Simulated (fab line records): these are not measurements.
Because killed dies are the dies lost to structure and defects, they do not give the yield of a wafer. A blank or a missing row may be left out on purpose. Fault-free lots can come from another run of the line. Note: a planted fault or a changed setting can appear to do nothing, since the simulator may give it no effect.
Matching of chambers	flow n5_finfet	N5_BEOL_M0_SAQP_STRIP_108 on rie_diel-02: 4 sister chambers
The step strips in N2/H2. 4 wafers are shown with their chamber, then 7 later ones without.

WAFERS, EACH WITH ITS CHAMBER
wafer	chamber	drypump_motor_current_A (A)
L083.4	0	6.6
L087.6	2	5.3
L091.3	1	5.9
L091.5	3	5.9

WAFERS MISSING THEIR CHAMBER
wafer	drypump_motor_current_A (A)
L091.6	6.5
L094.1	5.3
L094.2	6.5
L094.5	5.9
L096.2	5.9
L096.3	5.3
L096.4	6.5

THE CHAMBER EACH PASSED THROUGH
wafer	from the rows above	in truth
L091.6	0	0
L094.1	2	2
L094.2	0	0
L094.5	can't be placed: 1 or 3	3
L096.2	can't be placed: 1 or 3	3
L096.3	2	2
L096.4	0	0
Placed correctly: 5 of 7. These rows do not allow placing 2 (true chamber among the candidates in 2). 0 placed wrongly.
How it was worked out, from the rows above alone: a wafer's distance from a chamber is the root of the sum, over the readings, of the square of ((its reading less the chamber's mean) divided by the reading's scatter). The wafer belongs to the nearest chamber; if the next one is less than 2 further off, it can't be placed. A chamber's mean is the mean of its shown wafers. The scatter: root of mean squared gap, hidden wafer to nearest shown wafer, with one shown wafer a chamber.
